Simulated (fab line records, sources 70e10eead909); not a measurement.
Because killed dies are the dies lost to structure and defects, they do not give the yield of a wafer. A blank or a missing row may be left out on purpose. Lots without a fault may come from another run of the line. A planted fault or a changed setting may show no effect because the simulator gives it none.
A struck lot beside a sound one + flow nand_harc + 29 steps out of a route of 1302
Sound: wafers L482.2, L482.3, L482.6. The struck wafers were L502.1, L502.2, L502.6. At the end, the cause is stated.
Order at every step that has rows: each side's tool, ch and its chambers, its first start. Under that, the readings that differ: sound wafers + struck wafers + difference of the means + sigmas: that difference in standard deviations of wafers without a fault.
alike: a reading whose means differ by less than 2 such deviations, as well as words and numbers matching on both sides. not compared: withheld readings; readings where some wafer has no value; bounds like >300 that might hide an equal value; numbers whose values overlap and for which the record gives no deviation.
A row with sigmas, a row that says differs or no value, or rows on one side alone: a step with any of these is where the two part. Non-overlapping numbers with no deviation appear without sigmas and do not part them. Lack of a reading on every wafer of one side parts them only where that side has two or more wafers.

first, 2 steps without rows for these wafers: NHARC_A_ONON_D1_ANNEAL_15 (time 3600 s); NHARC_A_ONON_D1_DEP_16 (target thk 1000 nm).
NHARC_A_ONON_D1_THK_MEAS_18: measures by ellipsometry.
  sound on film_metro-01 at day 8 17:49; struck on film_metro-01 at day 16 14:10
| reading     | sound          | struck      | difference | sigmas |
|-------------|----------------|-------------|------------|--------|
| thk_nm (nm) | 1003 1004 1005 | 988 988 988 | -16        | -2     |
after that, 1 step with no rows for these wafers: NHARC_A_ONON_D1_DEP_19 (target thk 1000 nm).
NHARC_A_ONON_D1_THK_MEAS_21: measures by ellipsometry.
  sound on film_metro-02 at day 8 18:23; struck on film_metro-01 at day 16 14:43
  alike: thk_nm
after that, 1 step with no rows for these wafers: NHARC_A_ONON_D1_DEP_22 (target thk 1000 nm).
NHARC_A_ONON_D1_THK_MEAS_24: measures by ellipsometry.
  sound on film_metro-01 at day 8 18:58; struck on film_metro-01 at day 16 15:17
  alike: thk_nm
after that, 1 step with no rows for these wafers: NHARC_A_ONON_D1_DEP_25 (target thk 1000 nm).
NHARC_A_ONON_D1_THK_MEAS_27: measures by ellipsometry.
  sound on film_metro-01 at day 8 19:31; struck on film_metro-01 at day 16 15:52
  alike: thk_nm
after that, 1 step with no rows for these wafers: NHARC_A_ONON_D1_DEP_28 (target thk 1000 nm).
NHARC_A_ONON_D1_THK_MEAS_30: measures by ellipsometry.
  sound on film_metro-02 at day 8 20:05; struck on film_metro-01 at day 16 16:26
  alike: thk_nm
NHARC_A_ONON_D1_DEP_33: deposits SiO2, target thk 200 nm.
  sound on pecvd-02 ch 0,1,2, day 8 20:12; struck on pecvd-02 ch 0,1, day 16 16:39
  alike: heater_power_outer_w, heater_power_w, throttle_valve_pct
NHARC_A_ONON_D1_THK_MEAS_34: measures by ellipsometry.
  sound on film_metro-02 at day 8 20:34; struck on film_metro-01 at day 16 17:01
  alike: thk_nm
NHARC_A_ONON_D1_INSPECT_32:
  sound on defect_inspect-01 at day 8 20:39; struck on defect_inspect-02 at day 16 17:15
| reading          | sound    | struck      | difference | sigmas |
|------------------|----------|-------------|------------|--------|
| raw_defect_count | 41 75 48 | 593 633 568 | +543       | +22    |
  not compared: hold
NHARC_A_CHANNEL_HOLE_D1_DEP_00: deposits aC, target thk 3100 nm.
  sound on acl_dep-02 ch 0, day 8 21:02; struck on acl_dep-02 ch 0, day 16 20:04
| reading | sound | struck                                                                     | difference                   | sigmas |
|---------|-------|----------------------------------------------------------------------------|------------------------------|--------|
| hold    | - - - | await_dispo/2.6h/release await_dispo/2.6h/release await_dispo/2.6h/release | no value on the sound wafers |        |
  alike: throttle_valve_pct
NHARC_A_CHANNEL_HOLE_D1_DEP_01: deposits SiON, target thk 140 nm.
  sound on pecvd-04 ch 0,2, day 8 22:40; struck on pecvd-03 ch 1,2, day 16 21:59
  alike: heater_power_outer_w, heater_power_w
then, 10 steps without rows for these wafers: NHARC_A_CHANNEL_HOLE_D1_DEHYDRATE_02 (time 120 s); NHARC_A_CHANNEL_HOLE_D1_HMDS_03 (time 30 s); NHARC_A_CHANNEL_HOLE_D1_COAT_36 (time 75 s); NHARC_A_CHANNEL_HOLE_D1_COAT_37 (time 65 s); NHARC_A_CHANNEL_HOLE_D1_COAT_04 (resist thk 90 nm); NHARC_A_CHANNEL_HOLE_D1_SOFTBAKE_05 (time 55 s); NHARC_A_CHANNEL_HOLE_D1_EBR_06; NHARC_A_CHANNEL_HOLE_D1_EXPOSE_07 (exposes mask HOLE D1, target cd 100 nm); NHARC_A_CHANNEL_HOLE_D1_PEB_08 (peb time 65 s); NHARC_A_CHANNEL_HOLE_D1_DEVELOP_09 (develop time 35 s).
NHARC_A_CHANNEL_HOLE_D1_CD_MEAS_10 targets a cd of 100 nm.
  sound on cd_sem-03 ch 0, day 8 23:15; struck on cd_sem-03 ch 0, day 16 22:36
  alike: cd_nm
NHARC_A_CHANNEL_HOLE_D1_OVL_MEAS_11:
  sound on overlay-02 at day 8 23:20; struck on overlay-01 at day 16 22:41
| reading           | sound          | struck       | difference | sigmas |
|-------------------|----------------|--------------|------------|--------|
| overlay_x_nm (nm) | -1.1 -1.5 -1.5 | -0.2 0.3 0.8 | +1.7       | +2     |
  alike: overlay_y_nm
NHARC_END_SORT_01:
  the record has rows for the sound wafers here (prober-02 ch 0, day 24 18:43) and none for the struck ones

== WHERE THEY PART ==
Earliest at NHARC_A_ONON_D1_THK_MEAS_18; latest, in this record, at NHARC_END_SORT_01.

WHY: what the simulator had put in
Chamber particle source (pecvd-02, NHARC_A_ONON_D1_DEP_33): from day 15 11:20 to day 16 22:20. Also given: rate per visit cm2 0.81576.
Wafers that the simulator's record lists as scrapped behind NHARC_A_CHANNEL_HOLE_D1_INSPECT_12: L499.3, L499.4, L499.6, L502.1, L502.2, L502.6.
